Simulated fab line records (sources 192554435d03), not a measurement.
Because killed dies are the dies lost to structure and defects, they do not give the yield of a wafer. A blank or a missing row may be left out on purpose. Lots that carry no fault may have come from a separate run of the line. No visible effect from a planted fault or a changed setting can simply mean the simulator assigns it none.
Matching of chambers	flow n5-finfet	N5_BEOL_M2_DESCUM_33 on rie-diel-04 has 4 sister chambers
The step chemistry O2, time 7 s. 4 wafers are shown with their chamber, then 11 later ones without.

## WAFERS, EACH WITH ITS CHAMBER
wafer	chamber	showerhead-plenum-p-Torr (Torr)
L084.3	1	2.11
L087.2	2	1.99
L087.3	0	2.02
L090.1	3	2.07

## WAFERS WHOSE CHAMBER IS MISSING
wafer	showerhead-plenum-p-Torr (Torr)
L090.4	1.98
L090.6	2.07
L088.1	2.07
L088.2	2.11
L088.4	1.98
L089.1	2.07
L089.4	2.02
L089.6	1.98
L095.1	1.98
L095.2	2.10
L095.4	2.02

## WHICH CHAMBER EACH WENT THROUGH
wafer	from the rows above	in truth
L090.4	2	2
L090.6	3	3
L088.1	3	3
L088.2	1	1
L088.4	2	2
L089.1	3	3
L089.4	0	0
L089.6	2	2
L095.1	2	2
L095.2	1	1
L095.4	0	0
11 of 11 placed correctly. Number that these rows cannot place: 0. 0 placed wrongly.
How it was worked out, from the rows above alone: a wafer's distance from a chamber is the root of the sum, over the readings, of the square of ((its reading less the chamber's mean) divided by the reading's scatter). If the next closest chamber is less than 2 further off than the closest, the wafer can't be placed; otherwise it belongs to the closest. The mean given for a chamber averages the wafers shown for that chamber. The scatter (one wafer shown for each chamber): square how far every hidden wafer sits from the nearest shown wafer, average those squares and take the square root.
